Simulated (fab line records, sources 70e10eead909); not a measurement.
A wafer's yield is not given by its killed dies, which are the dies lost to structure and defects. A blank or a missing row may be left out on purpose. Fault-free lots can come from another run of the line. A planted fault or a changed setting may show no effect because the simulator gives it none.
fab line records / flow nandHarc
record lots=5 wafers=15 lastDay=33
route steps=1302 shown A_CHANNEL_FILL_D1@506 A_DECK1_JOINT@518
lots that met no fault: from a run of the same line without faults
startH: the number of hours between the record's first day and the start of the first shown wafer of the lot / waitH: how many hours have passed since the lot's step before this one / " repeats the value in the row above / L1.1+2: a single row standing in for several wafers / - value missing, or start not given / * or withheld: withheld / < > ~ a bound
route shown NAME@n: names a module that has steps shown in the file, with the first one's number in the route / usual: mean and standard deviation over wafers with no fault / same: alike in all rows / chamber/n: place in a boat / sites: per-site readings / _std_site: how widely they spread, as a standard deviation / _edge_site: inner sites' mean taken away from outer sites' mean / radiusMm: for every site, how far away it sits from the centre of the wafer / mask NAME#n: copy n / behind: the tool/chamber that last shaped the wafer / hold: cause of the lot's hold/its duration in hours/its outcome / device: transistor that didn't switch, given as n, p or np / end of line: tests of these same wafers at the route's end / where a step has no rows: the recipe by itself / killed: not the wafer's yield, but the dies lost to structure and defects at the first sort / map: per-die view of a wafer (x killed, . not killed, _ where there is no die)
set.NAME: the run value of the setting; set.NAME@STEP: its run value at that earlier step / model.NAME: the simulator's own value behind a step, which no gauge read
certain route steps with their lots: each step a table, each wafer a row
services: a tool's chamber out of use, with start hour (startH, from the record's first day; less than 0 if before it), hours out, and reason
## steps
# step NHARC_A_CHANNEL_FILL_D1_THK_MEAS_06
# recipe thkMeasGauge=ellipsometry
# usual thkNm=5.0/0.93
lot.wafer=L991.1 tool=filmMetro-02 chamber=- startH=267.35 waitH=0.4 thkNm=6.9
lot.wafer=L991.2 tool=filmMetro-02 chamber=- startH=267.35 waitH=0.4 thkNm=6.0
lot.wafer=L991.6 tool=filmMetro-02 chamber=- startH=267.35 waitH=0.4 thkNm=5.5
lot.wafer=L994.2 tool=filmMetro-01 chamber=- startH=300.81 waitH=0.4 thkNm=5.7
lot.wafer=L994.4 tool=filmMetro-01 chamber=- startH=300.81 waitH=0.4 thkNm=3.6
lot.wafer=L994.6 tool=filmMetro-01 chamber=- startH=300.81 waitH=0.4 thkNm=3.9
lot.wafer=L996.1 tool=filmMetro-02 chamber=- startH=328.24 waitH=0.4 thkNm=4.9
lot.wafer=L996.2 tool=filmMetro-02 chamber=- startH=328.24 waitH=0.4 thkNm=5.2
lot.wafer=L996.5 tool=filmMetro-02 chamber=- startH=328.24 waitH=0.4 thkNm=5.4
lot.wafer=L106.1 tool=filmMetro-01 chamber=- startH=420.33 waitH=0.4 thkNm=4.3
lot.wafer=L106.2 tool=filmMetro-01 chamber=- startH=420.33 waitH=0.4 thkNm=2.8
lot.wafer=L106.3 tool=filmMetro-01 chamber=- startH=420.33 waitH=0.4 thkNm=3.6
lot.wafer=L110.1 tool=filmMetro-02 chamber=- startH=453.22 waitH=0.4 thkNm=5.8
lot.wafer=L110.4 tool=filmMetro-02 chamber=- startH=453.22 waitH=0.4 thkNm=4.5
lot.wafer=L110.6 tool=filmMetro-02 chamber=- startH=453.22 waitH=0.4 thkNm=5.9
# step NHARC_A_CHANNEL_FILL_D1_ALD_25
# recipe targetThkA=600 pulseTimeS=10 aldCycles=600 tempC=300 material=SiOx
# usual heaterPowerW=437/43 precursorPulseHeightRel=0.999/0.021
lot.wafer=L991.2 tool=aldHk-01 chamber=0 startH=267.40 waitH=0.1 heaterPowerW=452 precursorPulseHeightRel=0.983 sinceWetCleanH=136
lot.wafer=L991.1 tool=aldHk-01 chamber=1 startH=267.40 waitH=0.1 heaterPowerW=520 precursorPulseHeightRel=1.025 sinceWetCleanH=137
lot.wafer=L991.6 tool=aldHk-01 chamber=0 startH=269.81 waitH=2.5 heaterPowerW=444 precursorPulseHeightRel=1.019 sinceWetCleanH=-
lot.wafer=L994.2 tool=aldHk-04 chamber=1 startH=300.86 waitH=0.1 heaterPowerW=377 precursorPulseHeightRel=0.982 sinceWetCleanH=36
lot.wafer=L994.4 tool=aldHk-04 chamber=3 startH=302.10 waitH=1.3 heaterPowerW=513 precursorPulseHeightRel=1.003 sinceWetCleanH=37
lot.wafer=L994.6 tool=aldHk-04 chamber=1 startH=303.35 waitH=2.5 heaterPowerW=384 precursorPulseHeightRel=0.975 sinceWetCleanH=-
lot.wafer=L996.2 tool=aldHk-02 chamber=2 startH=329.53 waitH=1.3 heaterPowerW=430 precursorPulseHeightRel=1.024 sinceWetCleanH=148
lot.wafer=L996.1 tool=aldHk-02 chamber=3 startH=329.53 waitH=1.3 heaterPowerW=371 precursorPulseHeightRel=0.987 sinceWetCleanH=149
lot.wafer=L996.5 tool=aldHk-02 chamber=1 startH=331.38 waitH=3.1 heaterPowerW=455 precursorPulseHeightRel=0.974 sinceWetCleanH=-
lot.wafer=L106.3 tool=aldHk-01 chamber=0 startH=420.38 waitH=0.1 heaterPowerW=427 precursorPulseHeightRel=1.015 sinceWetCleanH=111
lot.wafer=L106.1 tool=aldHk-01 chamber=2 startH=421.61 waitH=1.3 heaterPowerW=455 precursorPulseHeightRel=0.990 sinceWetCleanH=112
lot.wafer=L106.2 tool=aldHk-01 chamber=3 startH=421.61 waitH=1.3 heaterPowerW=401 precursorPulseHeightRel=1.016 sinceWetCleanH=113
lot.wafer=L110.4 tool=aldHk-04 chamber=0 startH=453.89 waitH=0.7 heaterPowerW=494 precursorPulseHeightRel=0.945 sinceWetCleanH=11
lot.wafer=L110.1 tool=aldHk-04 chamber=2 startH=455.10 waitH=1.9 heaterPowerW=434 precursorPulseHeightRel=0.945 sinceWetCleanH=12
lot.wafer=L110.6 tool=aldHk-04 chamber=3 startH=455.10 waitH=1.9 heaterPowerW=504 precursorPulseHeightRel=0.985 sinceWetCleanH=-
# step NHARC_A_CHANNEL_FILL_D1_ETCHBACK_08
# recipe targetDepthA=2200 timeS=110 c4f8FlowSccm=20 arFlowSccm=withheld rfW=600 biasW=300 chemistry=C4F8
# usual chamberPressureMTorr=24.999/0.025 oesProductAu=0.95/0.034 rfVppV=439.6/2.4
lot.wafer=L991.1 tool=rieDiel-13 chamber=2 startH=- waitH=- chamberPressureMTorr=24.943 oesProductAu=0.92 rfHoursCounterH=8 rfVppV=436.9
lot.wafer=L991.2 tool=rieDiel-13 chamber=3 startH=- waitH=- chamberPressureMTorr=25.038 oesProductAu=0.92 rfHoursCounterH=6 rfVppV=440.8
lot.wafer=L991.6 tool=rieDiel-13 chamber=1 startH=- waitH=- chamberPressureMTorr=25.000 oesProductAu=0.93 rfHoursCounterH=- rfVppV=439.2
lot.wafer=L994.4 tool=rieDiel-08 chamber=3 startH=- waitH=- chamberPressureMTorr=25.025 oesProductAu=0.93 rfHoursCounterH=5 rfVppV=437.5
lot.wafer=L994.2 tool=rieDiel-08 chamber=2 startH=- waitH=- chamberPressureMTorr=24.962 oesProductAu=0.92 rfHoursCounterH=4 rfVppV=441.9
lot.wafer=L994.6 tool=rieDiel-08 chamber=3 startH=- waitH=- chamberPressureMTorr=25.037 oesProductAu=0.93 rfHoursCounterH=- rfVppV=437.9
lot.wafer=L996.1 tool=rieDiel-08 chamber=1 startH=- waitH=- chamberPressureMTorr=24.943 oesProductAu=0.93 rfHoursCounterH=6 rfVppV=446.0
lot.wafer=L996.2 tool=rieDiel-08 chamber=3 startH=- waitH=- chamberPressureMTorr=25.042 oesProductAu=0.93 rfHoursCounterH=6 rfVppV=436.3
lot.wafer=L996.5 tool=rieDiel-08 chamber=1 startH=- waitH=- chamberPressureMTorr=25.044 oesProductAu=0.92 rfHoursCounterH=- rfVppV=445.0
lot.wafer=L106.3 tool=rieDiel-08 chamber=2 startH=- waitH=- chamberPressureMTorr=25.036 oesProductAu=0.92 rfHoursCounterH=3 rfVppV=443.2
lot.wafer=L106.2 tool=rieDiel-08 chamber=3 startH=- waitH=- chamberPressureMTorr=25.000 oesProductAu=0.90 rfHoursCounterH=3 rfVppV=438.1
lot.wafer=L106.1 tool=rieDiel-08 chamber=0 startH=- waitH=- chamberPressureMTorr=25.013 oesProductAu=0.92 rfHoursCounterH=3 rfVppV=437.2
lot.wafer=L110.1 tool=rieDiel-13 chamber=1 startH=- waitH=- chamberPressureMTorr=25.010 oesProductAu=0.93 rfHoursCounterH=6 rfVppV=440.0
lot.wafer=L110.4 tool=rieDiel-13 chamber=3 startH=- waitH=- chamberPressureMTorr=25.060 oesProductAu=0.92 rfHoursCounterH=6 rfVppV=441.8
lot.wafer=L110.6 tool=rieDiel-13 chamber=2 startH=- waitH=- chamberPressureMTorr=25.027 oesProductAu=0.92 rfHoursCounterH=- rfVppV=436.9
# step NHARC_A_CHANNEL_FILL_D1_STRIP_29
# recipe timeS=20 o2FlowSccm=500 arFlowSccm=0 biasW=0 chemistry=O2
# usual chamberPressureMTorr=60.00/0.052 drypumpMotorCurrentA=5.3/0.45 oesProductAu=0.994/0.009 rfVppV=57.6/0.87 showerheadPlenumPTorr=3.47/0.13 throttleValvePct=17.035/0.0094
# same biasW=0
lot.wafer=L991.1 tool=rieDiel-13 chamber=2 startH=- waitH=- chamberPressureMTorr=60.04 drypumpMotorCurrentA=6.2 oesProductAu=0.991 rfHoursCounterH=8 rfVppV=57.5 showerheadPlenumPTorr=3.35 throttleValvePct=17.050
lot.wafer=L991.2 tool=rieDiel-13 chamber=3 startH=- waitH=- chamberPressureMTorr=59.95 drypumpMotorCurrentA=5.1 oesProductAu=1.007 rfHoursCounterH=6 rfVppV=58.2 showerheadPlenumPTorr=3.49 throttleValvePct=17.035
lot.wafer=L991.6 tool=rieDiel-13 chamber=3 startH=- waitH=- chamberPressureMTorr=59.97 drypumpMotorCurrentA=5.1 oesProductAu=1.005 rfHoursCounterH=- rfVppV=58.6 showerheadPlenumPTorr=3.49 throttleValvePct=17.036
lot.wafer=L994.4 tool=rieDiel-08 chamber=1 startH=- waitH=- chamberPressureMTorr=59.91 drypumpMotorCurrentA=5.1 oesProductAu=0.994 rfHoursCounterH=4 rfVppV=58.3 showerheadPlenumPTorr=3.79 throttleValvePct=17.031
lot.wafer=L994.2 tool=rieDiel-08 chamber=3 startH=- waitH=- chamberPressureMTorr=60.04 drypumpMotorCurrentA=5.2 oesProductAu=1.001 rfHoursCounterH=5 rfVppV=57.0 showerheadPlenumPTorr=3.33 throttleValvePct=17.031
lot.wafer=L994.6 tool=rieDiel-08 chamber=0 startH=- waitH=- chamberPressureMTorr=60.08 drypumpMotorCurrentA=5.0 oesProductAu=1.017 rfHoursCounterH=- rfVppV=57.3 showerheadPlenumPTorr=3.37 throttleValvePct=17.034
lot.wafer=L996.1 tool=rieDiel-08 chamber=2 startH=- waitH=- chamberPressureMTorr=60.06 drypumpMotorCurrentA=4.8 oesProductAu=0.995 rfHoursCounterH=5 rfVppV=56.9 showerheadPlenumPTorr=3.59 throttleValvePct=17.035
lot.wafer=L996.2 tool=rieDiel-08 chamber=3 startH=- waitH=- chamberPressureMTorr=59.95 drypumpMotorCurrentA=5.2 oesProductAu=1.001 rfHoursCounterH=6 rfVppV=56.4 showerheadPlenumPTorr=3.33 throttleValvePct=17.036
lot.wafer=L996.5 tool=rieDiel-08 chamber=1 startH=- waitH=- chamberPressureMTorr=59.99 drypumpMotorCurrentA=5.1 oesProductAu=0.970 rfHoursCounterH=- rfVppV=59.4 showerheadPlenumPTorr=3.79 throttleValvePct=17.045
lot.wafer=L106.1 tool=rieDiel-08 chamber=2 startH=- waitH=- chamberPressureMTorr=59.93 drypumpMotorCurrentA=4.8 oesProductAu=0.983 rfHoursCounterH=3 rfVppV=57.9 showerheadPlenumPTorr=3.59 throttleValvePct=17.039
lot.wafer=L106.3 tool=rieDiel-08 chamber=3 startH=- waitH=- chamberPressureMTorr=60.00 drypumpMotorCurrentA=5.2 oesProductAu=0.979 rfHoursCounterH=3 rfVppV=56.1 showerheadPlenumPTorr=3.33 throttleValvePct=17.026
lot.wafer=L106.2 tool=rieDiel-08 chamber=0 startH=- waitH=- chamberPressureMTorr=60.00 drypumpMotorCurrentA=5.0 oesProductAu=1.004 rfHoursCounterH=3 rfVppV=57.7 showerheadPlenumPTorr=3.37 throttleValvePct=17.026
lot.wafer=L110.4 tool=rieDiel-13 chamber=3 startH=- waitH=- chamberPressureMTorr=60.02 drypumpMotorCurrentA=5.1 oesProductAu=0.997 rfHoursCounterH=6 rfVppV=57.8 showerheadPlenumPTorr=3.49 throttleValvePct=17.024
lot.wafer=L110.1 tool=rieDiel-13 chamber=0 startH=- waitH=- chamberPressureMTorr=60.04 drypumpMotorCurrentA=5.8 oesProductAu=0.993 rfHoursCounterH=6 rfVppV=57.7 showerheadPlenumPTorr=3.38 throttleValvePct=17.031
lot.wafer=L110.6 tool=rieDiel-13 chamber=2 startH=- waitH=- chamberPressureMTorr=59.97 drypumpMotorCurrentA=6.2 oesProductAu=0.987 rfHoursCounterH=- rfVppV=55.2 showerheadPlenumPTorr=3.34 throttleValvePct=17.033
# step NHARC_A_CHANNEL_FILL_D1_PRECLEAN_30
# recipe timeS=30 chemistry=dHF
# step NHARC_A_CHANNEL_FILL_D1_SRD_31
# step NHARC_A_CHANNEL_FILL_D1_CVD_09
# recipe targetThkA=1500 tempC=620 pressureMtorr=200 timeS=3000 material=poly-Si
# step NHARC_A_CHANNEL_FILL_D1_CMP_10
# recipe targetThkNm=150
# usual motorCurrentA=12.5/1.2 timeToEndpointS=14.4/1.9
lot.wafer=L991.1 tool=cmp-01 chamber=2 startH=278.77 waitH=0.4 motorCurrentA=11.9 timeToEndpointS=15.6
lot.wafer=L991.2 tool=cmp-01 chamber=1 startH=278.77 waitH=0.4 motorCurrentA=10.7 timeToEndpointS=14.3
lot.wafer=L991.6 tool=cmp-01 chamber=3 startH=278.77 waitH=0.4 motorCurrentA=13.2 timeToEndpointS=12.8
lot.wafer=L994.4 tool=cmp-01 chamber=3 startH=312.17 waitH=0.4 motorCurrentA=13.2 timeToEndpointS=14.5
lot.wafer=L994.2 tool=cmp-01 chamber=1 startH=312.17 waitH=0.4 motorCurrentA=10.8 timeToEndpointS=15.5
lot.wafer=L994.6 tool=cmp-01 chamber=0 startH=312.17 waitH=0.4 motorCurrentA=12.8 timeToEndpointS=14.8
lot.wafer=L996.1 tool=cmp-01 chamber=1 startH=339.56 waitH=0.4 motorCurrentA=11.5 timeToEndpointS=15.5
lot.wafer=L996.2 tool=cmp-01 chamber=0 startH=339.56 waitH=0.4 motorCurrentA=12.4 timeToEndpointS=15.1
lot.wafer=L996.5 tool=cmp-01 chamber=2 startH=339.56 waitH=0.4 motorCurrentA=11.9 timeToEndpointS=17.3
lot.wafer=L106.3 tool=cmp-03 chamber=0 startH=431.61 waitH=0.4 motorCurrentA=11.3 timeToEndpointS=14.0
lot.wafer=L106.1 tool=cmp-03 chamber=2 startH=431.61 waitH=0.4 motorCurrentA=14.2 timeToEndpointS=9.9
lot.wafer=L106.2 tool=cmp-03 chamber=3 startH=431.61 waitH=0.4 motorCurrentA=12.9 timeToEndpointS=14.3
lot.wafer=L110.4 tool=cmp-04 chamber=1 startH=464.53 waitH=0.4 motorCurrentA=10.3 timeToEndpointS=13.1
lot.wafer=L110.1 tool=cmp-04 chamber=3 startH=464.53 waitH=0.4 motorCurrentA=12.3 timeToEndpointS=12.4
lot.wafer=L110.6 tool=cmp-04 chamber=1 startH=464.53 waitH=0.4 motorCurrentA=10.6 timeToEndpointS=13.4
# step NHARC_A_CHANNEL_FILL_D1_SRD_12
# step NHARC_A_CHANNEL_FILL_D1_INSPECT_13
# usual rawDefectCount=290/100
lot.wafer=L991.1 tool=defectInspect-01 chamber=- startH=279.20 waitH=0.0 rawDefectCount=427
lot.wafer=L991.2 tool=defectInspect-01 chamber=- startH=279.20 waitH=0.0 rawDefectCount=510
lot.wafer=L991.6 tool=defectInspect-01 chamber=- startH=279.20 waitH=0.0 rawDefectCount=273
lot.wafer=L994.2 tool=defectInspect-01 chamber=- startH=312.60 waitH=0.1 rawDefectCount=304
lot.wafer=L994.4 tool=defectInspect-01 chamber=- startH=312.60 waitH=0.1 rawDefectCount=259
lot.wafer=L994.6 tool=defectInspect-01 chamber=- startH=312.60 waitH=0.1 rawDefectCount=397
lot.wafer=L996.1 tool=defectInspect-02 chamber=- startH=339.97 waitH=0.0 rawDefectCount=326
lot.wafer=L996.2 tool=defectInspect-02 chamber=- startH=339.97 waitH=0.0 rawDefectCount=454
lot.wafer=L996.5 tool=defectInspect-02 chamber=- startH=339.97 waitH=0.0 rawDefectCount=269
lot.wafer=L106.1 tool=defectInspect-02 chamber=- startH=432.02 waitH=0.0 rawDefectCount=350
lot.wafer=L106.2 tool=defectInspect-02 chamber=- startH=432.02 waitH=0.0 rawDefectCount=216
lot.wafer=L106.3 tool=defectInspect-02 chamber=- startH=432.02 waitH=0.0 rawDefectCount=245
lot.wafer=L110.1 tool=defectInspect-02 chamber=- startH=464.94 waitH=0.0 rawDefectCount=199
lot.wafer=L110.4 tool=defectInspect-02 chamber=- startH=464.94 waitH=0.0 rawDefectCount=286
lot.wafer=L110.6 tool=defectInspect-02 chamber=- startH=464.94 waitH=0.0 rawDefectCount=415
# step NHARC_A_DECK1_JOINT_ETCHBACK_07
# recipe targetDepthA=1050 timeS=26.9 hbrFlowSccm=150 rfW=350 icpW=350 biasW=60 chemistry=HBr
# usual biasW=60.02/0.16 chamberPressureMTorr=15.000/0.014 drypumpMotorCurrentA=5.7/0.56 oesProductAu=1.001/0.0091 throttleValvePct=23.267/0.0088
lot.wafer=L991.1 tool=rieSi-01 chamber=1 startH=279.27 waitH=0.1 biasW=60.10 chamberPressureMTorr=14.992 drypumpMotorCurrentA=6.4 oesProductAu=1.002 rfHoursCounterH=0.58 throttleValvePct=23.264
lot.wafer=L991.2 tool=rieSi-01 chamber=3 startH=279.27 waitH=0.1 biasW=60.39 chamberPressureMTorr=14.995 drypumpMotorCurrentA=5.5 oesProductAu=0.998 rfHoursCounterH=0.59 throttleValvePct=23.260
lot.wafer=L991.6 tool=rieSi-01 chamber=2 startH=279.27 waitH=0.1 biasW=60.11 chamberPressureMTorr=14.970 drypumpMotorCurrentA=5.6 oesProductAu=0.998 rfHoursCounterH=- throttleValvePct=23.257
lot.wafer=L994.2 tool=rieSi-01 chamber=2 startH=312.69 waitH=0.1 biasW=60.15 chamberPressureMTorr=14.987 drypumpMotorCurrentA=5.6 oesProductAu=1.001 rfHoursCounterH=0.82 throttleValvePct=23.265
lot.wafer=L994.4 tool=rieSi-01 chamber=0 startH=312.69 waitH=0.1 biasW=60.15 chamberPressureMTorr=15.014 drypumpMotorCurrentA=6.4 oesProductAu=1.001 rfHoursCounterH=0.75 throttleValvePct=23.280
lot.wafer=L994.6 tool=rieSi-01 chamber=2 startH=312.69 waitH=0.1 biasW=60.17 chamberPressureMTorr=15.007 drypumpMotorCurrentA=5.6 oesProductAu=1.000 rfHoursCounterH=- throttleValvePct=23.268
lot.wafer=L996.1 tool=rieSi-05 chamber=2 startH=340.06 waitH=0.1 biasW=60.01 chamberPressureMTorr=14.997 drypumpMotorCurrentA=6.4 oesProductAu=1.004 rfHoursCounterH=0.07 throttleValvePct=23.270
lot.wafer=L996.2 tool=rieSi-05 chamber=3 startH=340.06 waitH=0.1 biasW=60.17 chamberPressureMTorr=15.021 drypumpMotorCurrentA=6.2 oesProductAu=0.998 rfHoursCounterH=0.09 throttleValvePct=23.282
lot.wafer=L996.5 tool=rieSi-05 chamber=0 startH=340.06 waitH=0.1 biasW=59.92 chamberPressureMTorr=14.989 drypumpMotorCurrentA=5.5 oesProductAu=1.000 rfHoursCounterH=- throttleValvePct=23.274
lot.wafer=L106.3 tool=rieSi-01 chamber=2 startH=432.08 waitH=0.1 biasW=60.18 chamberPressureMTorr=14.987 drypumpMotorCurrentA=5.6 oesProductAu=0.984 rfHoursCounterH=0.28 throttleValvePct=23.260
lot.wafer=L106.1 tool=rieSi-01 chamber=0 startH=432.08 waitH=0.1 biasW=60.36 chamberPressureMTorr=15.002 drypumpMotorCurrentA=6.4 oesProductAu=1.050 rfHoursCounterH=0.31 throttleValvePct=23.271
lot.wafer=L106.2 tool=rieSi-01 chamber=1 startH=432.08 waitH=0.1 biasW=60.28 chamberPressureMTorr=15.014 drypumpMotorCurrentA=6.3 oesProductAu=0.998 rfHoursCounterH=0.39 throttleValvePct=23.263
lot.wafer=L110.4 tool=rieSi-06 chamber=0 startH=465.00 waitH=0.1 biasW=60.11 chamberPressureMTorr=15.027 drypumpMotorCurrentA=5.0 oesProductAu=0.983 rfHoursCounterH=0.08 throttleValvePct=23.273
lot.wafer=L110.1 tool=rieSi-06 chamber=1 startH=465.00 waitH=0.1 biasW=59.77 chamberPressureMTorr=15.031 drypumpMotorCurrentA=5.4 oesProductAu=1.008 rfHoursCounterH=0.15 throttleValvePct=23.269
lot.wafer=L110.6 tool=rieSi-06 chamber=0 startH=465.00 waitH=0.1 biasW=59.95 chamberPressureMTorr=15.014 drypumpMotorCurrentA=5.0 oesProductAu=0.982 rfHoursCounterH=- throttleValvePct=23.258
# step NHARC_A_DECK1_JOINT_ETCH_25
# recipe targetDepthA=5 chemistry=dHF material=SiO2
## services
tool=rieSi-06 chamber=- startH=249.00 hours=9.0 kind=pm
tool=rieDiel-08 chamber=1 startH=258.04 hours=2.9 kind=repair
tool=cmp-01 chamber=- startH=259.44 hours=0.5 kind=repair
tool=cmp-03 chamber=- startH=260.07 hours=4.0 kind=pm
tool=cmp-04 chamber=- startH=260.35 hours=2.3 kind=repair
tool=cmp-03 chamber=- startH=271.92 hours=4.3 kind=repair
tool=rieSi-05 chamber=3 startH=279.82 hours=2.6 kind=repair
tool=cmp-01 chamber=- startH=283.50 hours=4.0 kind=pm
tool=rieSi-05 chamber=2 startH=283.80 hours=1.6 kind=repair
tool=cmp-03 chamber=- startH=291.00 hours=0.6 kind=repair
tool=aldHk-01 chamber=- startH=300.51 hours=10.0 kind=pm
tool=rieSi-05 chamber=- startH=305.00 hours=9.0 kind=pm
tool=cmp-04 chamber=- startH=308.85 hours=4.0 kind=pm
tool=rieDiel-13 chamber=- startH=342.00 hours=9.0 kind=pm
tool=aldHk-02 chamber=- startH=350.27 hours=10.0 kind=pm
tool=cmp-03 chamber=- startH=356.92 hours=1.2 kind=repair
tool=rieDiel-08 chamber=- startH=367.80 hours=9.0 kind=pm
tool=rieSi-01 chamber=- startH=370.00 hours=9.0 kind=pm
tool=cmp-01 chamber=- startH=381.50 hours=4.0 kind=pm
tool=rieSi-01 chamber=2 startH=390.85 hours=22.8 kind=repair
tool=rieDiel-13 chamber=2 startH=416.51 hours=25.1 kind=repair
tool=cmp-01 chamber=- startH=429.51 hours=1.8 kind=repair
tool=cmp-01 chamber=- startH=432.08 hours=0.4 kind=repair
tool=aldHk-04 chamber=- startH=433.92 hours=10.0 kind=pm
## key
firstSign step=NHARC_A_DECK1_JOINT_ETCHBACK_07 reading=oesProductAu direction=up sigmas=5.4 usual=1.001 struck=1.050
effect none on later readings
metAt NHARC_A_DECK1_JOINT_ETCHBACK_07
struckWafers L106.1
testerLeftOut L106
onsetBetween 312.69 432.08
fault kind=processParameterDrift tool=rieSi-01 chamber=0 onsetH=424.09 steps=NHARC_A_DECK1_JOINT_ETCHBACK_07 channel=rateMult offset=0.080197 shape=step endH=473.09
# testerLeftOut: of these lots the tester's yield and bins aren't shown, on N5 and GAA mostly nor the transistor test; their killed dies are dies lost to structure and defects alone, not to doping, threshold or leakage, so they don't give the yield
